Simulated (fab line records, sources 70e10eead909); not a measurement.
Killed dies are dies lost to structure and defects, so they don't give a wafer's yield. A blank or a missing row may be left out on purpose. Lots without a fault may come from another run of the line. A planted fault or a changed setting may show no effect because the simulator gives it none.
fab line records | flow nand_harc
record lots=5 wafers=15 last_day=23
route steps=1159 shown P_M1@313 P_M2@318 END@1159
lots that met no fault: from a run of the same line without faults
start_h: hours from the record's first day to the start of the lot's first wafer shown | wait_h: hours since the lot's step before | " the same as in the row above | L1.1+2: a row that stands for several wafers | - no value, or no start given | * or withheld: withheld | < > ~ a bound
route shown NAME@n: a module of which the file shows steps, and the number in the route of the first | usual: mean/standard deviation of fault-free wafers | same: alike in all rows | chamber/n: place in a boat | sites: the reading at each site | _std_site: their standard deviation | _edge_site: outer sites' mean less inner sites' | radius_mm: how far each site lies from the wafer's centre | mask NAME#n: copy n | behind: the tool/chamber that last shaped the wafer | hold: why the lot was held/for how many hours/how that ended | device: the transistor (n, p or np) that didn't switch | end of line: the same wafers' tests at the end of the route | a step without rows: its recipe alone | killed: dies lost to structure and defects at the first sort, not the wafer's yield | map: a wafer's dies, x killed, . not, _ none there
set.NAME: the setting as run; set.NAME@STEP: as run at that earlier step | model.NAME: the simulator's own value behind a step, which no gauge read
lots at some steps of the route; a table a step, a row a wafer
services: from which hour (start_h, from the record's first day; less than 0 if before it) a tool's chamber was out of use, for how many hours, and why
## steps
# step NHARC_P_M1_SRD_25
# step NHARC_P_M1_INSPECT_27
# usual raw_defect_count=332/110
# columns lot.wafer tool chamber start_h wait_h raw_defect_count
L412.1 defect_inspect-01 - 169.55 0.0 354
L412.3 " - " " 216
L412.4 " - " " 356
L415.4 defect_inspect-02 - 195.34 0.0 218
L415.5 " - " " 221
L415.6 " - " " 243
L417.2 defect_inspect-01 - 196.44 0.0 393
L417.3 " - " " 315
L417.5 " - " " 424
L418.3 defect_inspect-02 - 205.76 0.0 595
L418.5 " - " " 402
L418.6 " - " " 292
L427.1 defect_inspect-01 - 253.80 0.0 190
L427.3 " - " " 316
L427.6 " - " " 168
# step NHARC_P_M1_PRE_CLEAN_32
# recipe time_s=12 temp_c=370 rf_power_w=300 gas=NH3
# usual heater_power_w=665/50
# columns lot.wafer tool chamber start_h wait_h heater_power_w
L412.3 pecvd-02 0 169.64 0.1 742
L412.1 " 1 " " 699
L412.4 " 1 " " 700
L415.6 pecvd-03 0 195.44 0.1 638
L415.4 " 1 " " 612
L415.5 " 2 " " 643
L417.2 pecvd-03 0 196.52 0.1 719
L417.3 " 1 " " 657
L417.5 " 0 " " 699
L418.3 pecvd-03 1 205.83 0.1 619
L418.6 " 1 " " 641
L418.5 " 0 " " 676
L427.1 pecvd-03 1 253.87 0.1 594
L427.3 " 0 " " 615
L427.6 " 1 " " 589
# step NHARC_P_M1_DEP_33
# recipe target_thk_a=300 temp_c=370 target_thk_nm=30 pressure_torr=3 flow_sccm=200 rf_w=450 material=SiCN
# usual heater_power_w=612/50
# columns lot.wafer tool chamber start_h wait_h heater_power_w
L412.3 pecvd-02 0 169.75 0.1 708
L412.1 " 1 " " 646
L412.4 " 1 " " 521
L415.6 pecvd-03 0 195.61 0.2 558
L415.4 " 1 " " 622
L415.5 " 2 " " 629
L417.2 pecvd-03 0 196.63 0.1 545
L417.3 " 1 " " 573
L417.5 " 0 " " 537
L418.3 pecvd-03 1 205.91 0.1 583
L418.6 " 1 " " 575
L418.5 " 0 " " 656
L427.1 pecvd-03 1 253.95 0.1 556
L427.3 " 0 " " 537
L427.6 " 1 " " 537
# step NHARC_P_M2_DEP_00
# recipe target_thk_a=1825 target_thk_nm=182.5 temp_c=withheld pressure_torr=5 flow_sccm=200 rf_w=600 material=SiOC
# step NHARC_P_M2_DEHYDRATE_01
# recipe temp_c=150 time_s=120
# step NHARC_P_M2_HMDS_02
# recipe time_s=30
# step NHARC_P_M2_COAT_34
# recipe temp_c=200 time_s=65
# step NHARC_P_M2_COAT_03
# recipe spin_rpm=1500 resist_thk_nm=90
# step NHARC_P_M2_SOFTBAKE_04
# recipe temp_c=105 time_s=55
# step NHARC_P_M2_EBR_05
# step NHARC_P_M2_EXPOSE_06
# recipe na=1.35 target_cd_nm=170 dose_mj=80.78 mask_id=P_M2
# usual stage_vel_mm_s=500.01/0.24
# columns lot.wafer tool chamber start_h wait_h mask stage_vel_mm_s
L412.1 arfi_scanner-01 0 170.81 - P_M2#0 500.24
L412.3 " 0 " " P_M2#0 500.38
L412.4 " 0 " " P_M2#0 500.20
L415.4 arfi_scanner-01 0 196.45 - P_M2#0 499.96
L415.5 " 0 " " P_M2#0 499.80
L415.6 " 0 " " P_M2#0 499.88
L417.2 arfi_scanner-03 0 197.70 - P_M2#0 500.10
L417.3 " 0 " " P_M2#0 500.01
L417.5 " 0 " " P_M2#0 500.11
L418.3 arfi_scanner-02 0 207.00 - P_M2#0 500.02
L418.5 " 0 " " P_M2#0 500.04
L418.6 " 0 " " P_M2#0 499.76
L427.1 arfi_scanner-03 0 255.09 - P_M2#0 500.35
L427.3 " 0 " " P_M2#0 499.90
L427.6 " 0 " " P_M2#0 500.13
# step NHARC_P_M2_PEB_07
# recipe peb_temp_c=100 peb_time_s=65
# step NHARC_P_M2_DEVELOP_08
# recipe develop_time_s=35 dev_temp_c=23
# step NHARC_P_M2_CD_MEAS_09
# recipe target_cd_nm=170 landing_energy_ev=500
# usual cd_nm=170.1/0.61
# columns lot.wafer tool chamber start_h wait_h cd_nm
L412.1 cd_sem-02 0 170.95 - 169.9
L412.3 " 0 " " 170.0
L412.4 " 0 " " 169.9
L415.4 cd_sem-01 0 196.59 - 169.7
L415.5 " 0 " " 169.7
L415.6 " 0 " " 170.4
L417.2 cd_sem-03 0 197.84 - 169.6
L417.3 " 0 " " 170.1
L417.5 " 0 " " 169.6
L418.3 cd_sem-02 0 207.14 - 170.4
L418.5 " 0 " " 170.2
L418.6 " 0 " " 170.4
L427.1 cd_sem-01 0 255.23 - 170.0
L427.3 " 0 " " 172.0
L427.6 " 0 " " 170.0
# step NHARC_P_M2_OVL_MEAS_10
# recipe pitch_nm=340
# usual overlay_x_nm=0.0/0.85 overlay_y_nm=0.1/0.61
# columns lot.wafer tool chamber start_h wait_h overlay_x_nm overlay_y_nm
L412.1 overlay-02 - 171.04 - -0.8 -0.1
L412.3 " - " " -0.4 -0.6
L412.4 " - " " -0.1 -0.4
L415.4 overlay-02 - 196.67 - -0.3 0.4
L415.5 " - " " -0.7 0.3
L415.6 " - " " -1.0 0.0
L417.2 overlay-02 - 197.92 - 0.3 0.2
L417.3 " - " " -0.2 0.2
L417.5 " - " " 0.3 0.0
L418.3 overlay-02 - 207.22 - 0.1 -0.5
L418.5 " - " " -0.7 0.3
L418.6 " - " " -0.3 -0.2
L427.1 overlay-01 - 255.32 - 0.0 0.8
L427.3 " - " " 0.0 0.6
L427.6 " - " " -0.2 0.8
# step NHARC_P_M2_INSPECT_11
# usual raw_defect_count=4.2/2.2
# columns lot.wafer tool chamber start_h wait_h raw_defect_count
L412.1 defect_inspect-02 - 171.07 0.0 7
L412.3 " - " " 5
L412.4 " - " " 4
L415.4 defect_inspect-02 - 196.71 0.0 1
L415.5 " - " " 7
L415.6 " - " " 6
L417.2 defect_inspect-02 - 197.96 0.0 2
L417.3 " - " " 3
L417.5 " - " " 3
L418.3 defect_inspect-01 - 207.26 0.0 4
L418.5 " - " " 5
L418.6 " - " " 2
L427.1 defect_inspect-02 - 255.36 0.0 5
L427.3 " - " " 4
L427.6 " - " " 4
# step NHARC_P_M2_DESCUM_14
# recipe time_s=3 o2_flow_sccm=200 ar_flow_sccm=0 bias_power_w=0 chemistry=O2
# usual drypump_motor_current_A=5.6/0.52 oes_product_au=1.001/0.013 rf_vpp_V=57.9/0.91 showerhead_plenum_p_Torr=1.91/0.082 throttle_valve_pct=11.311/0.0091
# columns lot.wafer tool chamber start_h wait_h drypump_motor_current_A oes_product_au rf_hours_counter_h rf_vpp_V showerhead_plenum_p_Torr throttle_valve_pct model.P_M2.cd_nm
L412.1 rie_diel-11 0 171.14 0.1 5.4 0.983 57 58.2 2.03 11.316 169.8
L412.4 " 1 " " 5.8 0.993 56 56.9 1.88 11.319 169.3
L412.3 " 3 " " 5.8 1.000 55 58.1 2.00 11.320 170
L415.4 rie_diel-06 2 196.79 0.1 5.0 0.990 4 58.0 1.93 11.314 170.1
L415.5 " 3 " " 6.3 1.010 - 57.8 1.92 11.308 169.4
L415.6 " 0 " " 5.0 1.006 - 58.0 2.02 11.328 169.8
L417.3 rie_diel-06 3 198.02 0.1 6.3 0.999 4 58.3 1.92 11.309 169.7
L417.2 " 1 " " 6.1 1.018 4 57.9 1.79 11.313 169.2
L417.5 " 3 " " 6.2 1.003 - 58.3 1.92 11.330 169.3
L418.3 rie_diel-06 2 207.33 0.1 5.0 0.984 5 56.6 1.93 11.300 170.9
L418.5 " 1 " " 6.1 1.021 - 57.8 1.79 11.313 169.4
L418.6 " 2 " " 5.0 0.976 - 56.6 1.93 11.317 170.7
L427.3 rie_diel-06 2 255.43 0.1 5.0 1.003 0 58.6 1.93 11.317 172.1
L427.1 " 0 " " 5.0 0.987 0 57.5 2.02 11.325 169.6
L427.6 " 3 " " 6.3 1.004 - 59.4 1.92 11.297 170.7
# step NHARC_P_M2_ETCH_35
# recipe target_depth_a=400 overetch_a=120 time_s=43.94 ion_energy_ev=200 n2_flow_sccm=150 h2_flow_sccm=150 ar_flow_sccm=0 rf_w=400 bias_w=150 chemistry=N2/H2
# usual drypump_motor_current_A=5.6/0.53 oes_product_au=1.002/0.013 rf_vpp_V=430.4/2.6 showerhead_plenum_p_Torr=2.04/0.087 throttle_valve_pct=14.173/0.0094
# columns lot.wafer tool chamber start_h wait_h drypump_motor_current_A oes_product_au rf_hours_counter_h rf_vpp_V showerhead_plenum_p_Torr throttle_valve_pct
L412.3 rie_diel-11 2 171.27 0.1 5.6 0.994 53 428.8 1.98 14.179
L412.1 " 3 " " 5.8 1.003 55 431.4 2.14 14.169
L412.4 " 0 " " 5.4 0.975 57 434.1 2.17 14.181
L415.4 rie_diel-06 2 196.87 0.1 4.9 0.980 4 430.3 2.06 14.180
L415.5 " 3 " " 6.3 0.998 - 430.5 2.05 14.174
L415.6 " 0 " " 5.0 1.002 - 432.9 2.15 14.167
L417.3 rie_diel-06 0 198.11 0.1 5.0 0.990 4 433.4 2.15 14.186
L417.2 " 2 " " 5.0 0.974 4 430.5 2.06 14.164
L417.5 " 0 " " 5.0 1.011 - 433.8 2.15 14.174
L418.3 rie_diel-06 0 207.40 0.1 5.0 1.005 5 433.6 2.15 14.174
L418.5 " 0 " " 5.0 1.019 - 434.3 2.15 14.178
L418.6 " 1 " " 6.1 1.028 - 426.7 1.90 14.169
L427.1 rie_diel-06 0 255.52 0.1 5.0 1.004 0 433.3 2.15 14.163
L427.3 " 2 " " 4.9 1.007 0 429.1 2.06 14.174
L427.6 " 0 " " 5.0 1.000 - 434.4 2.15 14.164
# step NHARC_P_M2_ETCH_15
# recipe target_depth_a=1825 time_s=91.2 c4f8_flow_sccm=withheld ar_flow_sccm=400 rf_w=600 bias_w=300 chemistry=C4F8/Ar
# usual oes_product_au=0.947/0.024 rf_vpp_V=440.8/2.7
# columns lot.wafer tool chamber start_h wait_h oes_product_au rf_hours_counter_h rf_vpp_V model.P_M2.cd_nm
L412.3 rie_diel-11 3 - - 0.919 56 443.2 170.2
L412.4 " 1 " " 0.909 56 439.1 168.6
L412.1 " 2 " " 0.918 54 439.0 169.2
L415.4 rie_diel-06 1 - - 0.964 4 437.4 169.7
L415.5 " 1 " " 0.962 - 435.5 168.9
L415.6 " 2 " " 0.921 - 441.2 169.8
L417.2 rie_diel-06 0 - - 0.931 4 445.3 168.5
L417.3 " 3 " " 0.930 4 439.6 169.3
L417.5 " 0 " " 0.932 - 445.0 169.2
L418.3 rie_diel-06 3 - - 0.916 5 440.5 170.8
L418.5 " 0 " " 0.931 - 444.4 169.3
L418.6 " 1 " " 0.947 - 436.5 170.5
L427.1 rie_diel-06 1 - - 0.972 0 437.4 170.5
L427.3 " 0 " " 0.980 0 444.4 171.3
L427.6 " 1 " " 0.969 - 435.5 171.7
# step NHARC_P_M2_CD_MEAS_16
# usual cd_nm=169.9/1
# columns lot.wafer tool chamber start_h wait_h cd_nm
L412.1 cd_sem-03 - 171.91 - 169.2
L412.3 " - " " 170.4
L412.4 " - " " 168.6
L415.4 cd_sem-01 - 197.08 - 170.0
L415.5 " - " " 168.7
L415.6 " - " " 170.2
L417.2 cd_sem-03 - 198.33 - 168.4
L417.3 " - " " 169.2
L417.5 " - " " 168.9
L418.3 cd_sem-02 - 207.63 - 170.7
L418.5 " - " " 169.2
L418.6 " - " " 170.3
L427.1 cd_sem-01 - 255.73 - 170.7
L427.3 " - " " 171.6
L427.6 " - " " 171.7
# step NHARC_END_SORT_01
# recipe temp_c=25
# usual defect_limited_yield=95.4/1.5 killed_at_array=27/9.9 killed_at_other=0.5/0.76 killed_at_periphery=3.4/2.2 killed_dies=31/10 killed_open=3.3/2 killed_short=2.0/1.5 sort_bin_2_pct=1.5/0.64 sort_bin_3_pct=0.21/0.2 sort_bin_4_pct=2.9/0.97 sort_n_pass=646/10 sort_rim_yield_pct=96.9/2 sort_yield_pct=95.4/1.5
# same gross_dies=677 sort_bin_5_pct[%]=0 sort_bin_6_pct[%]=0 sort_bin_7_pct[%]=0 sort_bin_8_pct[%]=0 sort_rim_n_gross=106.00
# columns lot.wafer tool chamber start_h wait_h defect_limited_yield[%] killed_at_array killed_at_other killed_at_periphery killed_dies killed_open killed_short sort_bin_2_pct[%] sort_bin_3_pct[%] sort_bin_4_pct[%] sort_n_pass sort_rim_yield_pct[%] sort_yield_pct[%]
L412.1 prober-01 0 483.89 2.5 95.9 16 2 10 28 4 2 0.9 0.15 3.1 649 97.2 95.9
L412.3 prober-01 0 485.52 3.1 96.5 19 0 5 24 3 2 1.2 0.15 2.2 653 95.3 96.5
L412.4 prober-01 0 486.34 3.5 96.8 17 2 3 22 4 0 0.9 0.15 2.2 655 100.0 96.8
L417.2 prober-01 0 510.52 2.8 94.7 32 0 4 36 6 0 2.2 0 3.1 641 98.1 94.7
L417.3 prober-01 0 511.31 3.1 95.6 27 1 2 30 3 2 1.0 0.15 3.2 647 99.1 95.6
L417.5 prober-01 0 512.90 3.7 95.0 31 0 3 34 3 5 1.3 0.30 3.4 643 97.2 95.0
L415.4 prober-02 0 512.07 3.4 95.3 30 1 1 32 2 0 1.6 0.30 2.8 645 97.2 95.3
L415.5 prober-02 0 512.89 3.7 94.2 32 1 6 39 1 3 2.1 0.30 3.4 638 97.2 94.2
L415.6 prober-02 0 513.70 4.1 93.4 39 1 5 45 3 2 2.1 0.15 4.4 632 96.2 93.4
L418.3 prober-02 0 519.14 3.1 94.7 31 0 5 36 4 2 1.5 0.15 3.7 641 97.2 94.7
L418.5 prober-02 0 520.74 3.7 93.6 40 0 3 43 1 3 2.1 0.89 3.4 634 94.3 93.6
L418.6 prober-02 0 521.54 4.0 95.0 34 0 0 34 1 2 1.3 0.15 3.5 643 97.2 95.0
L427.1 prober-01 0 558.06 2.5 93.1 44 1 2 47 5 5 2.5 0.44 4.0 630 97.2 93.1
L427.3 prober-01 0 559.63 3.0 95.1 30 0 3 33 2 0 1.8 0.30 2.8 644 99.1 95.1
L427.6 prober-01 0 561.98 3.9 91.3 54 0 5 59 7 3 2.8 0.15 5.8 618 88.7 91.3
# killed by level:class
L412.1 A_STAIRCASE:chamber_film_flake=5 P_M1:chamber_film_flake=4 P_GATE:geometric_particle:open=2 P_GATE:chamber_film_flake=2 A_CHANNEL_HOLE_D1:chamber_film_flake=2 A_CONTACT:chamber_film_flake=2 A_M1:chamber_film_flake=2 P_M1:geometric_particle:open=1
L412.3 A_STAIRCASE:chamber_film_flake=4 A_CHANNEL_HOLE_D1:chamber_film_flake=3 A_CONTACT:chamber_film_flake=3 A_CONTACT:geometric_particle:open=2 P_M1:chamber_film_flake=2 P_M2:chamber_film_flake=2 A_SLIT:chamber_film_flake=2 A_SGD_CUT:geometric_particle:open=1
L412.4 A_STAIRCASE:chamber_film_flake=4 A_CHANNEL_HOLE_D1:chamber_film_flake=3 A_SLIT:chamber_film_flake=2 A_WL_FILL:chamber_film_flake=2 A_CONTACT:chamber_film_flake=2 THIN_TSV:chamber_film_flake=2 P_M1:geometric_particle:open=1 A_ONON_D1:geometric_particle:open=1
L417.2 A_SLIT:chamber_film_flake=20 A_CHANNEL_HOLE_D1:chamber_film_flake=5 P_M0:geometric_particle:open=3 A_WL_FILL:chamber_film_flake=2 A_CONTACT:chamber_film_flake=2 A_CHANNEL_FILL_D1:geometric_particle:open=1 A_M0:geometric_particle:open=1 A_M1:geometric_particle:open=1
L417.3 A_SLIT:chamber_film_flake=14 A_CHANNEL_HOLE_D1:chamber_film_flake=5 A_ONON_D1:geometric_particle:short=2 P_GATE:chamber_film_flake=2 A_SOURCE_PLATE:geometric_particle:open=1 A_ONON_D1:geometric_particle:open=1 A_CHANNEL_FILL_D1:geometric_particle:open=1 A_ZERO_WELL:chamber_film_flake=1
L415.4 A_CHANNEL_HOLE_D1:chamber_film_flake=16 A_STAIRCASE:chamber_film_flake=12 P_M0:geometric_particle:open=1 A_SGD_CUT:geometric_particle:open=1 A_SLIT:chamber_film_flake=1 THIN_TSV:chamber_film_flake=1
L415.5 A_CHANNEL_HOLE_D1:chamber_film_flake=16 A_STAIRCASE:chamber_film_flake=11 P_GATE:chamber_film_flake=3 A_SLIT:chamber_film_flake=2 P_CONTACT:geometric_particle:open=1 P_M0:geometric_particle:short=1 A_ONON_D1:geometric_particle:short=1 A_WL_FILL:geometric_particle:short=1
L417.5 A_SLIT:chamber_film_flake=12 A_CONTACT:chamber_film_flake=9 A_CHANNEL_HOLE_D1:chamber_film_flake=4 P_CONTACT:geometric_particle:short=1 P_CONTACT:geometric_particle:open=1 P_M1:geometric_particle:open=1 A_ONON_D1:geometric_particle:short=1 A_SGD_CUT:geometric_particle:short=1
L415.6 A_CHANNEL_HOLE_D1:chamber_film_flake=28 A_STAIRCASE:chamber_film_flake=8 P_M0:geometric_particle:open=2 P_GATE:chamber_film_flake=2 P_CONTACT:geometric_particle:open=1 A_SOURCE_PLATE:geometric_particle:short=1 A_WL_FILL:geometric_particle:short=1 A_SLIT:chamber_film_flake=1
L418.3 A_CHANNEL_HOLE_D1:chamber_film_flake=23 A_CONTACT:chamber_film_flake=4 P_GATE:chamber_film_flake=2 P_STI:geometric_particle:short=1 P_M0:geometric_particle:short=1 P_M0:geometric_particle:open=1 A_SLIT:geometric_particle:open=1 A_CONTACT:geometric_particle:open=1
L418.5 A_CHANNEL_HOLE_D1:chamber_film_flake=27 A_CONTACT:chamber_film_flake=6 P_GATE:chamber_film_flake=2 A_STAIRCASE:chamber_film_flake=2 A_CHANNEL_FILL_D1:geometric_particle:short=1 A_WL_FILL:geometric_particle:short=1 A_CONTACT:geometric_particle:short=1 A_CONTACT:geometric_particle:open=1
L418.6 A_CHANNEL_HOLE_D1:chamber_film_flake=21 A_CONTACT:chamber_film_flake=8 A_STAIRCASE:chamber_film_flake=2 A_ONON_D1:geometric_particle:open=1 A_SGD_CUT:geometric_particle:short=1 A_M1:geometric_particle:short=1
L427.1 A_SLIT:chamber_film_flake=17 A_CHANNEL_HOLE_D1:chamber_film_flake=10 A_STAIRCASE:chamber_film_flake=6 A_ONON_D1:geometric_particle:short=2 A_CONTACT:chamber_film_flake=2 A_SOURCE_PLATE:geometric_particle:short=1 A_CHANNEL_FILL_D1:geometric_particle:open=1 A_CHANNEL_FILL_D1:geometric_particle:short=1
L427.3 A_SLIT:chamber_film_flake=19 A_CHANNEL_HOLE_D1:chamber_film_flake=6 A_STAIRCASE:chamber_film_flake=2 P_GATE:geometric_particle:open=1 A_BLC:geometric_particle:open=1 P_STI:chamber_film_flake=1 P_M2:chamber_film_flake=1 A_CHANNEL_FILL_D1:chamber_film_flake=1
L427.6 A_SLIT:chamber_film_flake=21 A_STAIRCASE:chamber_film_flake=13 A_CHANNEL_HOLE_D1:chamber_film_flake=8 A_CONTACT:chamber_film_flake=3 A_BLC:geometric_particle:open=2 P_GATE:chamber_film_flake=2 P_STI:geometric_particle:open=1 A_CHANNEL_HOLE_D1:geometric_particle:open=1
## services
# columns tool chamber start_h hours kind
rie_diel-06 0 146.70 - clean
rie_diel-06 1 146.70 - clean
rie_diel-06 2 146.70 - clean
rie_diel-06 3 146.70 - clean
arfi_scanner-01 - 149.28 1.3 repair
pecvd-02 - 153.06 13.0 pm
pecvd-03 0 164.67 20.3 repair
rie_diel-06 0 171.20 - clean
rie_diel-06 1 171.20 - clean
rie_diel-06 2 171.20 - clean
rie_diel-06 3 171.20 - clean
arfi_scanner-02 - 173.27 10.3 repair
rie_diel-11 0 188.45 2.9 repair
rie_diel-11 - 189.50 9.0 pm
rie_diel-06 0 195.76 - clean
rie_diel-06 1 195.76 - clean
rie_diel-06 2 195.76 - clean
rie_diel-06 3 195.76 - clean
arfi_scanner-01 - 196.99 4.0 pm
rie_diel-06 1 202.50 2.8 repair
arfi_scanner-01 - 210.56 1.2 repair
pecvd-02 - 232.78 1.1 repair
rie_diel-06 3 235.07 2.0 repair
rie_diel-06 - 241.20 9.0 pm
## key
first_sign step=NHARC_P_M2_CD_MEAS_09 reading=cd_nm direction=up sigmas=3.1 usual=170.1 struck=172.0
effect none on later readings
model_effect step=NHARC_P_M2_DESCUM_14 value=P_M2.cd_nm without=170.3 struck=172.1
model_effect step=NHARC_P_M2_ETCH_15 value=P_M2.cd_nm without=169.6 struck=171.3
met_at NHARC_P_M2_EXPOSE_06
struck_wafers L427.3
onset_between 197.70 255.09
fault kind=process_parameter_drift tool=arfi_scanner-03 chamber=- onset_h=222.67 steps=NHARC_P_M2_EXPOSE_06 channel=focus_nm offset=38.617 shape=step end_h=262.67 scope=struck_wafers_only
